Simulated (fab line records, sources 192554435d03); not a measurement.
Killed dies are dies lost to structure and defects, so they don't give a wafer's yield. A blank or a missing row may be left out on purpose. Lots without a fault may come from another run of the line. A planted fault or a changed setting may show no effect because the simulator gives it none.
Chamber matching | flow n5_finfet | N5_BEOL_M6_CURE_74 on uv_cure-02: 3 sister chambers
The step cures SiCOH lowk, time 240 s. 6 wafers are shown with their chamber, then 7 later ones without.

WAFERS WITH THEIR CHAMBER
wafer  | chamber | wafer_temp_C_max | lamp_power_pct (%)
L079.4 | 1       | 387.1            | 52.33
L079.5 | 1       | 386.8            | 52.34
L080.4 | 0       | 386.7            | 52.35
L080.6 | 0       | 386.9            | 52.40
L086.1 | 2       | 389.7            | 52.32
L086.3 | 2       | 388.2            | 52.34

WAFERS WITHOUT THEIR CHAMBER
wafer  | wafer_temp_C_max | lamp_power_pct (%)
L086.4 | 389.2            | 52.41
L092.2 | 385.8            | 52.21
L092.4 | 385.9            | 52.30
L092.5 | 386.2            | 52.29
L094.2 | 386.6            | 52.27
L094.4 | 386.3            | 52.32
L094.6 | 386.2            | 52.26

WHICH CHAMBER EACH WENT THROUGH
wafer  | from the rows above          | in truth
L086.4 | can't be placed: 2 or 0 or 1 | 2
L092.2 | can't be placed: 1 or 2 or 0 | 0
L092.4 | can't be placed: 1 or 0      | 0
L092.5 | can't be placed: 1 or 0      | 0
L094.2 | can't be placed: 1 or 2 or 0 | 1
L094.4 | can't be placed: 1 or 0      | 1
L094.6 | can't be placed: 1 or 0 or 2 | 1
Placed correctly: 0 of 7. Can't be placed from these rows: 7 (the true chamber is among the candidates in 7). Placed wrongly: 0.
How it was worked out, from the rows above alone: a wafer's distance from a chamber is the root of the sum, over the readings, of the square of ((its reading less the chamber's mean) divided by the reading's scatter). The wafer belongs to the nearest chamber; if the next one is less than 2 further off, it can't be placed. A chamber's mean is the mean of its shown wafers. The scatter: the root of (the sum of the squares of (reading less its chamber's mean) over the shown wafers, divided by (wafers less chambers)).
